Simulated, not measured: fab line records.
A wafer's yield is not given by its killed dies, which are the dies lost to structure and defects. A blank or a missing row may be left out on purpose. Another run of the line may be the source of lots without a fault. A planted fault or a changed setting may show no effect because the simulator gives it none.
fab line records | flow n5_finfet
record lots=4 | wafers=12 | last_day=17
route steps=1938 shown BEOL_M4@1099 BEOL_M5@1112 BEOL_M7@1308 PASSIVATION@1936
lots with no fault: from the same line, run without faults
start_h: the number of hours between the record's first day and the start of the first shown wafer of the lot | wait_h: how many hours have passed since the lot's step before this one | " as in the row above | L1.1+2: one row covering several wafers at once | - no value present, or no start provided | * or withheld: withheld | < > ~ a bound
route shown NAME@n: a module of which the file shows steps, and the number in the route of the first | usual: mean/standard deviation of fault-free wafers | same: alike in all rows | chamber/n: place in a boat | sites: the reading at each site | _std_site: standard deviation across them | _edge_site: outer sites' mean less inner sites' | radius_mm: for every site, how far away it sits from the centre of the wafer | mask NAME#n: copy n | behind: the tool/chamber that last shaped the wafer | hold: why the lot was held/for how many hours/how that ended | device: the transistor (n, p or np) that didn't switch | end of line: at the end of the route, the tests of the same wafers | a step with no rows: only its recipe | killed: at the first sort, the dies lost to defects and structure; wafer yield is something else | map: a wafer's dies, x killed, . not, _ none there
set.NAME: setting as actually run; set.NAME@STEP: the setting as run at that earlier step | model.NAME: the simulator's own value behind a step, which no gauge read
lots at selected steps of the route; one table per step, one row per wafer
services: when a tool's chamber went out of use (start_h, in hours from the record's first day, below 0 if earlier), for how many hours, and the reason
## steps
# step N5_BEOL_M4_ANNEAL_95
# recipe temp_c=400 | time_s=240 | ambient=vacuum
# step N5_BEOL_M4_SPUTTER_96
# recipe material=Cu | target_thk_a=45 | temp_c=-20 | chamber_pressure_pa=0.07 | power_w=withheld | time_s=8.29
# step N5_BEOL_M4_ECD_50
# recipe material=Cu | target_thk_a=3000
# step N5_BEOL_M4_ANNEAL_51
# recipe temp_c=225 | time_s=90 | ambient=N2
# step N5_BEOL_M4_CMP_52
# recipe stop_on=SiOC | t_overpolish_s=6.8 | down_force_psi=1 | platen_rpm=50 | clearing_platen_down_force_psi=1.5 | clearing_platen_rpm=50 | post_cmp_clean=cu_alkaline | target_thk_nm=40 | clearing_platen_pad_velocity_m_s=0.99484 | pad_velocity_m_s=0.99484
# step N5_BEOL_M4_PRE_CLEAN_60
# recipe gas=NH3/H2 | time_s=15 | temp_c=* | rf_power_w=300
# step N5_BEOL_M4_CO_CAP_55
# recipe material=Co | target_thk_a=20 | temp_c=200 | precursor=CCTBA/H2 | pressure_torr=30 | time_s=102.1
# step N5_BEOL_M4_PRE_CLEAN_56
# recipe gas=NH3 | time_s=15 | temp_c=withheld | rf_power_w=300
# step N5_BEOL_M4_DEP_57
# recipe material=SiCN | target_thk_a=80 | temp_c=withheld | precursor=3MS/NH3 | pressure_torr=3 | rf_w=202 | time_s=14
# step N5_BEOL_M4_RC_MEAS_101
# usual DIBL_N=36.2/1.7 | DIBL_P=36.2/2.2 | IOFF_N=0.16/0.035 | IOFF_P=0.21/0.042 | ION_N=673/13 | ION_P=462/7.9 | SS_N=71.4/0.59 | SS_P=73.2/0.7 | VT_N=250/3.6 | VT_P=-251/3.5
lot.wafer | tool      | chamber | start_h | wait_h | DIBL_N[mV/V] | DIBL_P[mV/V] | IOFF_N[nA/um] | IOFF_P[nA/um] | ION_N[uA/um] | ION_P[uA/um] | SS_N[mV/dec] | SS_P[mV/dec] | VT_N[mV] | VT_P[mV]
L901.2    | prober-02 | 0       | 178.33  | 0.2    | 35.6         | 35.1         | 0.16          | 0.21          | 672          | 465          | 70.8         | 73.2         | 249      | -251
L901.4    | "         | 0       | "       | "      | 33.1         | 32.7         | 0.11          | 0.16          | 654          | 456          | 70.4         | 72.1         | 255      | -253
L901.5    | "         | 0       | "       | "      | 35.7         | 36.2         | 0.16          | 0.23          | 674          | 462          | 71.2         | 73.7         | 247      | -248
L907.2    | prober-01 | 0       | 237.76  | 0.2    | 40.1         | 40.2         | 0.23          | 0.26          | 680          | 464          | 72.5         | 73.4         | 244      | -252
L907.4    | "         | 0       | "       | "      | 33.8         | 33.7         | 0.12          | 0.17          | 653          | 449          | 70.6         | 72.2         | 256      | -253
L907.5    | "         | 0       | "       | "      | 38.5         | 39.5         | 0.21          | 0.26          | 688          | 465          | 71.7         | 73.7         | 247      | -251
L909.1    | prober-02 | 0       | 244.11  | 0.0    | 36.4         | 36.5         | 0.14          | 0.18          | 672          | 457          | 70.7         | 73.1         | 250      | -256
L909.5    | "         | 0       | "       | "      | 36.0         | 36.5         | 0.13          | 0.18          | 668          | 458          | 70.6         | 74.5         | 250      | -254
L909.6    | "         | 0       | "       | "      | 36.7         | 36.5         | 0.15          | 0.19          | 678          | 465          | 71.2         | 73.4         | 253      | -253
L919.4    | prober-02 | 0       | 304.08  | 0.5    | 35.5         | 34.0         | 0.13          | 0.18          | 673          | 461          | 70.5         | 72.0         | 252      | -250
L919.5    | "         | 0       | "       | "      | 36.7         | 36.2         | 0.15          | 0.22          | 663          | 464          | 70.8         | 73.2         | 249      | -248
L919.6    | "         | 0       | "       | "      | 33.2         | 31.4         | 0.10          | 0.15          | 646          | 458          | 70.2         | 71.6         | 259      | -254
# step N5_BEOL_M5_ILD_DEP_00
# recipe material=SiCOH_lowk | target_thk_a=1406.4 | temp_c=300 | precursor=DEMS/porogen | pressure_torr=5 | rf_w=500 | time_s=25.9
# step N5_BEOL_M5_CURE_79
# recipe temp_c=385 | time_s=240 | ambient=He/Ar | material=SiCOH_lowk
# step N5_BEOL_M5_PECVD_70
# recipe material=SiO2 | target_thk_a=160 | temp_c=400 | precursor=TEOS/O2 | pressure_torr=5.5 | rf_w=450 | teos_flow_sccm=53.8 | gas=O2 | flow_sccm=3000 | time_s=18
# step N5_BEOL_M5_HM_DEP_02
# recipe material=TiN | target_thk_a=200 | temp_c=25 | chamber_pressure_pa=0.49996
# step N5_BEOL_M5_COAT_59
# recipe resist=SOC | temp_c=250 | time_s=60 | spin_rpm=1500 | resist_thk_nm=60
# step N5_BEOL_M5_COAT_60
# recipe resist=SiARC | temp_c=220 | time_s=60 | spin_rpm=1500 | resist_thk_nm=12
# step N5_BEOL_M5_COAT_71
# recipe resist=underlayer | temp_c=205 | time_s=60 | spin_rpm=1500 | resist_thk_nm=5
# step N5_BEOL_M5_COAT_05
# recipe resist=CAR-EUV | spin_rpm=1500 | resist_thk_nm=30
# step N5_BEOL_M5_EBR_07
# recipe solvent=PGMEA | ebr_width_mm=1.5
# step N5_BEOL_M5_SOFTBAKE_06
# recipe temp_c=110 | time_s=60 | resist=CAR-EUV
# step N5_BEOL_M5_EXPOSE_08
# recipe mask_id=M5 | na=0.33 | source_shape=annular | sigma_inner=0.4 | sigma_outer=0.8 | polarization=unpolarized | target_cd_nm=28 | dose_mj=35.75
# step N5_BEOL_M5_PEB_09
# recipe peb_temp_c=100 | peb_time_s=60 | resist=CAR-EUV
# step N5_BEOL_M5_DEVELOP_10
# recipe develop_time_s=30 | developer=TMAH | resist=CAR-EUV | rinse_liquid=surfactant_rinse | dry=air_spin | dev_temp_c=23
# step N5_BEOL_M5_DESCUM_16
# recipe chemistry=O2 | time_s=7 | source_power_w=50 | bias_power_w=20 | pressure_mtorr=20 | rf_frequency_hz=2.712e+07 | temp_c=40 | resist=CAR-EUV | o2_flow_sccm=225
# step N5_BEOL_M5_ETCH_72
# recipe chemistry=N2/H2 | target=underlayer | target_depth_a=65 | mask_material=CAR-EUV | time_s=5.2 | ion_energy_ev=200 | pressure_mtorr=30 | source_w=840 | bias_w=150 | n2_flow_sccm=200 | h2_flow_sccm=200 | ends=cleared
# step N5_BEOL_M5_ETCH_61
# recipe chemistry=CF4 | target=SiARC | target_depth_a=156 | mask_material=CAR-EUV | time_s=26 | ion_energy_ev=80 | pressure_mtorr=40 | source_w=545 | bias_w=36 | Ar_flow_sccm=100 | cf4_flow_sccm=100 | ends=cleared
# step N5_BEOL_M5_ETCH_62
# recipe chemistry=N2/H2 | target=SOC | target_depth_a=750 | overetch_a=150 | mask_material=SiARC | temp_c=40 | time_s=112.5 | ion_energy_ev=200 | pressure_mtorr=30 | source_w=840 | bias_w=150 | n2_flow_sccm=200 | h2_flow_sccm=200
# step N5_BEOL_M5_STRIP_63
# recipe chemistry=N2/H2 | temp_c=40 | n2_flow_sccm=200 | h2_flow_sccm=200 | rf_frequency_hz=6e+07
# step N5_BEOL_M5_STRIP_73
# recipe chemistry=N2/H2 | temp_c=40 | n2_flow_sccm=200 | h2_flow_sccm=200 | rf_frequency_hz=6e+07
# step N5_BEOL_M5_STRIP_64
# recipe chemistry=CF4 | resist=SiARC | power_w=300 | bias_power_w=75 | pressure_mtorr=50 | cf4_flow_sccm=150 | rf_frequency_hz=6e+07
# step N5_BEOL_M5_HM_OPEN_17
# recipe chemistry=Cl2/BCl3 | target_depth_a=200 | overetch_a=60 | target=TiN | mask_material=SOC | ion_energy_ev=150 | pressure_mtorr=10 | icp_w=1000 | bias_w=126 | Cl2_flow_sccm=53.25 | bcl3_flow_sccm=21.75 | Ar_flow_sccm=25
# step N5_BEOL_M5_STRIP_19
# recipe chemistry=O2 | power_w=400 | temp_c=40 | pressure_mtorr=30 | rf_frequency_hz=6e+07 | bias_power_w=0 | overash_fraction=0.2 | o2_flow_sccm=225
# step N5_BEOL_M5_COAT_65
# recipe resist=SOC | temp_c=250 | time_s=60 | spin_rpm=1500 | resist_thk_nm=60
# step N5_BEOL_M5_COAT_66
# recipe resist=SiARC | temp_c=220 | time_s=60 | spin_rpm=1500 | resist_thk_nm=12
# step N5_BEOL_M7_TRENCH_ETCH_37
# recipe chemistry=C4F6/O2 | target_depth_a=934.78 | target=SiCOH_lowk | time_s=31.2 | ion_energy_ev=250 | pressure_mtorr=30 | source_w=345 | bias_w=185 | Ar_flow_sccm=300 | C4F6_flow_sccm=10 | O2_flow_sccm=10
# usual C4F6_flow_sccm=10.00/0.032 | O2_flow_sccm=10.00/0.032 | drypump_motor_current_A=5.7/0.53 | oes_product_au=0.78/0.092 | rf_vpp_V=668/10 | showerhead_plenum_p_Torr=2.89/0.11 | throttle_valve_pct=20.94/0.25
lot.wafer | tool        | chamber | start_h | wait_h | C4F6_flow_sccm | O2_flow_sccm | drypump_motor_current_A | oes_product_au | rf_hours_counter_h | rf_vpp_V | showerhead_plenum_p_Torr | throttle_valve_pct | model.TiN_of_BEOL_M7_HM_DEP_02.thk_nm
L901.2    | rie_diel-05 | 1       | 203.74  | -      | 10.00          | 10.03        | 5.7                     | 0.86           | 55                 | 681      | 2.87                     | 20.84              | 17.6
L901.4    | "           | 2       | "       | "      | 9.96           | 9.94         | 5.0                     | 0.72           | 199                | 666      | 2.95                     | 21.47              | 17.6
L901.5    | "           | 3       | "       | "      | 10.02          | 9.96         | 5.6                     | 0.73           | -                  | 671      | 2.96                     | 20.75              | 17.4
L907.2    | rie_diel-02 | 1       | 267.64  | -      | -              | -            | -                       | -              | -                  | -        | -                        | -                  | 20
L907.4    | "           | 2       | "       | "      | -              | -            | -                       | -              | -                  | -        | -                        | -                  | 20
L907.5    | "           | 3       | "       | "      | -              | -            | -                       | -              | -                  | -        | -                        | -                  | 19.8
L909.1    | rie_diel-05 | 2       | 271.95  | -      | -              | -            | -                       | -              | -                  | -        | -                        | -                  | 20.4
L909.5    | "           | 2       | "       | "      | -              | -            | -                       | -              | -                  | -        | -                        | -                  | 20.2
L909.6    | "           | 3       | "       | "      | -              | -            | -                       | -              | -                  | -        | -                        | -                  | 20
L919.4    | rie_diel-06 | 2       | 331.21  | -      | 10.03          | 10.05        | 5.9                     | 0.88           | 29                 | 654      | 2.77                     | 20.79              | 17
L919.5    | "           | 0       | "       | "      | 10.01          | 9.93         | 5.1                     | 0.71           | -                  | 663      | 2.70                     | 20.98              | 17.2
L919.6    | "           | 3       | "       | "      | 10.05          | 9.97         | 6.5                     | 0.71           | -                  | 683      | 2.92                     | 20.75              | 17.2
# step N5_BEOL_M7_OCD_MEAS_38
# usual trench_depth_nm=93.2/1.7
lot.wafer | tool   | chamber | start_h | wait_h | trench_depth_nm
L901.2    | ocd-02 | -       | 203.90  | -      | 94.8
L901.4    | "      | -       | "       | "      | 93.0
L901.5    | "      | -       | "       | "      | 93.1
L907.2    | ocd-01 | -       | 267.79  | -      | 0.2
L907.4    | "      | -       | "       | "      | 0
L907.5    | "      | -       | "       | "      | 0.1
L909.1    | ocd-01 | -       | 272.11  | -      | 0.2
L909.5    | "      | -       | "       | "      | 0.0
L909.6    | "      | -       | "       | "      | 0
L919.4    | ocd-01 | -       | 331.37  | -      | 96.5
L919.5    | "      | -       | "       | "      | 93.8
L919.6    | "      | -       | "       | "      | 90.9
# step N5_BEOL_M7_CMP_52
# recipe stop_on=SiCOH_lowk | t_overpolish_s=6.9 | down_force_psi=1 | platen_rpm=50 | clearing_platen_down_force_psi=1.5 | clearing_platen_rpm=50 | post_cmp_clean=cu_alkaline | target_thk_nm=80 | clearing_platen_pad_velocity_m_s=0.99484 | pad_velocity_m_s=0.99484
# usual clearing_platen_rpm=50.002/0.028 | edge_zone_pressure_frac=1.000/0.005 | head_pressure_psi=0.9999/0.002 | motor_current_A=5.9/0.45 | pad_life_wafers=954/610 | slurry_flow_ml_min=150.0/0.48
lot.wafer | tool   | chamber | start_h | wait_h | clearing_platen_rpm | edge_zone_pressure_frac | head_pressure_psi | motor_current_A | pad_life_wafers | slurry_flow_ml_min | model.Cu_of_BEOL_M7_ECD_50.thk_nm
L901.2    | cmp-01 | 1       | 207.98  | 0.2    | 49.975              | 1.004                   | 1.0017            | 5.5             | 660             | 150.1              | 79.8
L901.4    | "      | 2       | "       | "      | 50.017              | 1.011                   | 1.0029            | 5.8             | 661             | 149.4              | 80.2
L901.5    | "      | 2       | "       | "      | 49.946              | 1.001                   | 0.9965            | 5.7             | -               | 150.1              | 80.4
L907.2    | cmp-03 | 1       | 269.86  | 0.2    | 50.011              | 0.999                   | 1.0000            | 6.6             | 1632            | 149.6              | 0
L907.4    | "      | 2       | "       | "      | 50.003              | 1.004                   | 1.0022            | 6.5             | 1633            | 149.7              | 0.8
L907.5    | "      | 2       | "       | "      | 49.998              | 0.997                   | 0.9995            | 6.4             | -               | 149.6              | 1.6
L909.1    | cmp-04 | 3       | 274.24  | 0.3    | 49.976              | 0.990                   | 0.9943            | 5.5             | 439             | 149.4              | 0
L909.5    | "      | 2       | "       | "      | 49.988              | 0.996                   | 1.0001            | 5.5             | -               | 150.5              | 0
L909.6    | "      | 3       | "       | "      | 49.994              | 1.008                   | 0.9995            | 5.6             | -               | 148.8              | 0
L919.4    | cmp-03 | 2       | 333.11  | 0.2    | 49.975              | 1.005                   | 0.9979            | 6.5             | 2078            | 150.2              | 84.6
L919.6    | "      | 0       | "       | "      | 49.994              | 1.007                   | 0.9961            | 5.2             | -               | 150.9              | 78.2
L919.5    | "      | 1       | "       | "      | 49.957              | 1.001                   | 1.0040            | 6.9             | -               | 150.2              | 79.8
# step N5_PASSIVATION_PROBE_49
# usual defect_limited_yield=91.4/1.4 | killed_at_M0_to_M3=31/10 | killed_at_M4_up=14/5.6 | killed_at_contacts=13/6.3 | killed_at_front_end=39/10 | killed_at_other=4/3.1 | killed_dies=101/16 | killed_on_rim=13/3.9 | killed_open=65/13 | killed_short=34/7.2 | sort_bin_5_function=5.1/0.88 | sort_bin_6_memory=3.2/0.66 | sort_n_pass=1079/16 | sort_yield_pct=91.4/1.4
# same gross_dies=1180 | killed_at_back_side=0 | sort_bin_4_leakage[%]=0 | sort_bin_8_speed[%]=0
lot.wafer | tool      | chamber | start_h | wait_h | defect_limited_yield[%] | killed_at_M0_to_M3 | killed_at_M4_up | killed_at_contacts | killed_at_front_end | killed_at_other | killed_dies | killed_on_rim | killed_open | killed_short | sort_bin_5_function[%] | sort_bin_6_memory[%] | sort_n_pass | sort_yield_pct[%]
L907.2    | prober-01 | -       | 345.01  | 0.1    | 0                       | 27                 | 1099            | 6                  | 47                  | 1               | 1180        | 152           | 79          | 27           | 96.5                   | 3.4                  | 0           | 0
L907.4    | prober-01 | -       | 345.11  | 0.2    | 0                       | 17                 | 1123            | 12                 | 28                  | 0               | 1180        | 152           | 52          | 29           | 97.5                   | 2.4                  | 0           | 0
L907.5    | prober-01 | -       | 345.16  | 0.2    | 0                       | 33                 | 1101            | 7                  | 38                  | 1               | 1180        | 152           | 74          | 30           | 96.3                   | 3.6                  | 0           | 0
L909.1    | prober-01 | -       | 346.54  | 0.0    | 0                       | 33                 | 1078            | 25                 | 43                  | 1               | 1180        | 152           | 85          | 30           | 96.9                   | 2.7                  | 0           | 0
L909.5    | prober-01 | -       | 346.74  | 0.2    | 0                       | 25                 | 1089            | 16                 | 47                  | 3               | 1180        | 152           | 68          | 31           | 96.5                   | 2.8                  | 0           | 0
L909.6    | prober-01 | -       | 346.79  | 0.3    | 0                       | 48                 | 1076            | 28                 | 27                  | 1               | 1180        | 152           | 80          | 39           | 95.8                   | 4.1                  | 0           | 0
# killed by level:class
L907.2 BEOL_M7:area_etch=1074 FIN_SAQP:geometric_particle:open=22 BEOL_M4:geometric_particle:open=15 FIN_SAQP:geometric_particle:short=8 BEOL_M0_SAQP:geometric_particle:open=7 MOL_CONTACT_COAG:geometric_particle:open=6 STI_FIN_REVEAL:geometric_particle:open=6 BEOL_M2:geometric_particle:open=6
L907.4 BEOL_M7:area_etch=1099 BEOL_M4:geometric_particle:open=15 STI_FIN_REVEAL:geometric_particle:open=10 BEOL_M3:geometric_particle:open=7 MOL_CONTACT_COAG:geometric_particle:open=6 MOL_CONTACT_COAG:geometric_particle:short=6 BEOL_M0_SAQP:geometric_particle:short=4 BEOL_M3:geometric_particle:short=4
L907.5 BEOL_M7:area_etch=1076 BEOL_M4:geometric_particle:open=11 BEOL_M2:geometric_particle:open=10 FIN_SAQP:geometric_particle:short=9 BEOL_M0_SAQP:geometric_particle:short=8 FIN_SAQP:geometric_particle:open=7 BEOL_M7:geometric_particle:open=7 MOL_CONTACT_COAG:geometric_particle:open=6
L909.1 BEOL_M7:area_etch=1064 MOL_CONTACT_COAG:geometric_particle:open=22 BEOL_M4:geometric_particle:open=11 BEOL_M0_SAQP:geometric_particle:open=10 FIN_SAQP:geometric_particle:short=9 BEOL_M2:geometric_particle:open=8 FIN_SAQP:geometric_particle:open=6 GATE_CUT:geometric_particle:open=6
L909.5 BEOL_M7:area_etch=1075 MOL_CONTACT_COAG:geometric_particle:open=13 FIN_SAQP:geometric_particle:open=8 FIN_SAQP:geometric_particle:short=8 STI_FIN_REVEAL:geometric_particle:open=8 BEOL_M0_SAQP:geometric_particle:open=7 STARTING-WAFER:geometric_particle:open=5 HKMG_FIN:area_etch=5
L909.6 BEOL_M7:area_etch=1061 MOL_CONTACT_COAG:geometric_particle:open=23 BEOL_M0_SAQP:geometric_particle:short=10 BEOL_M0_SAQP:geometric_particle:open=9 BEOL_M4:geometric_particle:open=7 BEOL_M3:geometric_particle:open=7 FIN_SAQP:geometric_particle:short=6 BEOL_M0:geometric_particle:open=6
# map L907.2 (x killed, . not)
_________________xxxxxxxxxxxx________________
______________xxxxxxxxxxxxxxxxxx_____________
___________xxxxxxxxxxxxxxxxxxxxxxxx__________
__________xxxxxxxxxxxxxxxxxxxxxxxxxx_________
________xxxxxxxxxxxxxxxxxxxxxxxxxxxxxx_______
_______xxxxxxxxxxxxxxxxxxxxxxxxxxxxxxxx______
______xxxxxxxxxxxxxxxxxxxxxxxxxxxxxxxxxx_____
_____xxxxxxxxxxxxxxxxxxxxxxxxxxxxxxxxxxxx____
____xxxxxxxxxxxxxxxxxxxxxxxxxxxxxxxxxxxxxx___
___xxxxxxxxxxxxxxxxxxxxxxxxxxxxxxxxxxxxxxxx__
___xxxxxxxxxxxxxxxxxxxxxxxxxxxxxxxxxxxxxxxx__
__xxxxxxxxxxxxxxxxxxxxxxxxxxxxxxxxxxxxxxxxxx_
__xxxxxxxxxxxxxxxxxxxxxxxxxxxxxxxxxxxxxxxxxx_
_xxxxxxxxxxxxxxxxxxxxxxxxxxxxxxxxxxxxxxxxxxxx
_xxxxxxxxxxxxxxxxxxxxxxxxxxxxxxxxxxxxxxxxxxxx
_xxxxxxxxxxxxxxxxxxxxxxxxxxxxxxxxxxxxxxxxxxxx
_xxxxxxxxxxxxxxxxxxxxxxxxxxxxxxxxxxxxxxxxxxxx
_xxxxxxxxxxxxxxxxxxxxxxxxxxxxxxxxxxxxxxxxxxxx
_xxxxxxxxxxxxxxxxxxxxxxxxxxxxxxxxxxxxxxxxxxxx
_xxxxxxxxxxxxxxxxxxxxxxxxxxxxxxxxxxxxxxxxxxxx
_xxxxxxxxxxxxxxxxxxxxxxxxxxxxxxxxxxxxxxxxxxxx
__xxxxxxxxxxxxxxxxxxxxxxxxxxxxxxxxxxxxxxxxxx_
__xxxxxxxxxxxxxxxxxxxxxxxxxxxxxxxxxxxxxxxxxx_
___xxxxxxxxxxxxxxxxxxxxxxxxxxxxxxxxxxxxxxxx__
___xxxxxxxxxxxxxxxxxxxxxxxxxxxxxxxxxxxxxxxx__
____xxxxxxxxxxxxxxxxxxxxxxxxxxxxxxxxxxxxxx___
_____xxxxxxxxxxxxxxxxxxxxxxxxxxxxxxxxxxxx____
______xxxxxxxxxxxxxxxxxxxxxxxxxxxxxxxxxx_____
_______xxxxxxxxxxxxxxxxxxxxxxxxxxxxxxxx______
________xxxxxxxxxxxxxxxxxxxxxxxxxxxxxx_______
__________xxxxxxxxxxxxxxxxxxxxxxxxxx_________
___________xxxxxxxxxxxxxxxxxxxxxxxx__________
______________xxxxxxxxxxxxxxxxxx_____________
_________________xxxxxxxxxxxx________________
# map L909.1 (x killed, . not)
_________________xxxxxxxxxxxx________________
______________xxxxxxxxxxxxxxxxxx_____________
___________xxxxxxxxxxxxxxxxxxxxxxxx__________
__________xxxxxxxxxxxxxxxxxxxxxxxxxx_________
________xxxxxxxxxxxxxxxxxxxxxxxxxxxxxx_______
_______xxxxxxxxxxxxxxxxxxxxxxxxxxxxxxxx______
______xxxxxxxxxxxxxxxxxxxxxxxxxxxxxxxxxx_____
_____xxxxxxxxxxxxxxxxxxxxxxxxxxxxxxxxxxxx____
____xxxxxxxxxxxxxxxxxxxxxxxxxxxxxxxxxxxxxx___
___xxxxxxxxxxxxxxxxxxxxxxxxxxxxxxxxxxxxxxxx__
___xxxxxxxxxxxxxxxxxxxxxxxxxxxxxxxxxxxxxxxx__
__xxxxxxxxxxxxxxxxxxxxxxxxxxxxxxxxxxxxxxxxxx_
__xxxxxxxxxxxxxxxxxxxxxxxxxxxxxxxxxxxxxxxxxx_
_xxxxxxxxxxxxxxxxxxxxxxxxxxxxxxxxxxxxxxxxxxxx
_xxxxxxxxxxxxxxxxxxxxxxxxxxxxxxxxxxxxxxxxxxxx
_xxxxxxxxxxxxxxxxxxxxxxxxxxxxxxxxxxxxxxxxxxxx
_xxxxxxxxxxxxxxxxxxxxxxxxxxxxxxxxxxxxxxxxxxxx
_xxxxxxxxxxxxxxxxxxxxxxxxxxxxxxxxxxxxxxxxxxxx
_xxxxxxxxxxxxxxxxxxxxxxxxxxxxxxxxxxxxxxxxxxxx
_xxxxxxxxxxxxxxxxxxxxxxxxxxxxxxxxxxxxxxxxxxxx
_xxxxxxxxxxxxxxxxxxxxxxxxxxxxxxxxxxxxxxxxxxxx
__xxxxxxxxxxxxxxxxxxxxxxxxxxxxxxxxxxxxxxxxxx_
__xxxxxxxxxxxxxxxxxxxxxxxxxxxxxxxxxxxxxxxxxx_
___xxxxxxxxxxxxxxxxxxxxxxxxxxxxxxxxxxxxxxxx__
___xxxxxxxxxxxxxxxxxxxxxxxxxxxxxxxxxxxxxxxx__
____xxxxxxxxxxxxxxxxxxxxxxxxxxxxxxxxxxxxxx___
_____xxxxxxxxxxxxxxxxxxxxxxxxxxxxxxxxxxxx____
______xxxxxxxxxxxxxxxxxxxxxxxxxxxxxxxxxx_____
_______xxxxxxxxxxxxxxxxxxxxxxxxxxxxxxxx______
________xxxxxxxxxxxxxxxxxxxxxxxxxxxxxx_______
__________xxxxxxxxxxxxxxxxxxxxxxxxxx_________
___________xxxxxxxxxxxxxxxxxxxxxxxx__________
______________xxxxxxxxxxxxxxxxxx_____________
_________________xxxxxxxxxxxx________________
## services
tool        | chamber | start_h | hours | kind
cmp-04      | -       | 206.72  | 4.0   | pm
rie_diel-06 | 2       | 207.73  | -     | clean
rie_diel-06 | 2       | 207.73  | -     | consumable_replace:focus_ring
rie_diel-06 | 2       | 207.73  | 13.7  | scheduled_down
rie_diel-06 | 2       | 207.73  | 13.7  | vent_cycle
rie_diel-02 | 2       | 209.65  | 5.9   | repair
cmp-04      | -       | 210.72  | -     | consumable_replace:conditioner
cmp-04      | -       | 210.72  | -     | consumable_replace:pad
cmp-04      | -       | 211.32  | 2.4   | repair
rie_diel-06 | -       | 213.63  | 0.3   | repair
cmp-03      | -       | 218.25  | 0.6   | repair
cmp-04      | -       | 220.99  | 1.0   | repair
cmp-01      | -       | 232.31  | 3.4   | repair
cmp-03      | -       | 235.84  | 10.2  | pm
cmp-04      | -       | 253.81  | 7.0   | pm
cmp-03      | -       | 261.17  | 4.2   | repair
rie_diel-06 | 2       | 290.72  | 8.7   | repair
cmp-04      | -       | 297.49  | 1.3   | repair
rie_diel-05 | 0       | 302.92  | 10.6  | repair
rie_diel-06 | 1       | 313.56  | 3.6   | repair
cmp-03      | -       | 318.55  | 6.7   | pm
rie_diel-06 | -       | 324.61  | 2.8   | pm
cmp-04      | -       | 330.03  | 0.5   | repair
rie_diel-02 | 2       | 330.09  | 1.6   | repair
## key
first_sign step=N5_BEOL_M7_TRENCH_ETCH_37 | reading=tool_record | direction=missing
effect step=N5_BEOL_M7_OCD_MEAS_38 | reading=trench_depth_nm | direction=down | sigmas=55 | usual=93.2 | struck=0.1
effect step=N5_PASSIVATION_PROBE_49 | reading=killed_at_M4_up | direction=up | sigmas=99+ | usual=14 | struck=1094
model_effect step=N5_BEOL_M7_TRENCH_ETCH_37 | value=TiN_of_BEOL_M7_HM_DEP_02.thk_nm | without=17.37 | struck=20.07
model_effect step=N5_BEOL_M7_CMP_52 | value=Cu_of_BEOL_M7_ECD_50.thk_nm | without=79.47 | struck=0.4
more_kills_born_at N5_BEOL_M7_TRENCH_ETCH_37@rie_diel-02=3249 | N5_BEOL_M7_TRENCH_ETCH_37@rie_diel-05=3200
met_at N5_BEOL_M7_TRENCH_ETCH_37
struck_wafers L907.2,L907.4,L907.5,L909.1,L909.5,L909.6
later_rows_left_out L907.2,L907.4,L907.5,L909.1,L909.5,L909.6
onset_between 203.74 267.64
fault kind=skipped_step_whole | tool=rie_diel-02,rie_diel-05 | chamber=- | onset_h=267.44 | steps=N5_BEOL_M7_TRENCH_ETCH_37 | scope=struck_lots_only
# later_rows_left_out: the simulator's readings of these wafers behind a module that went badly wrong aren't trusted and aren't shown, but for the sort
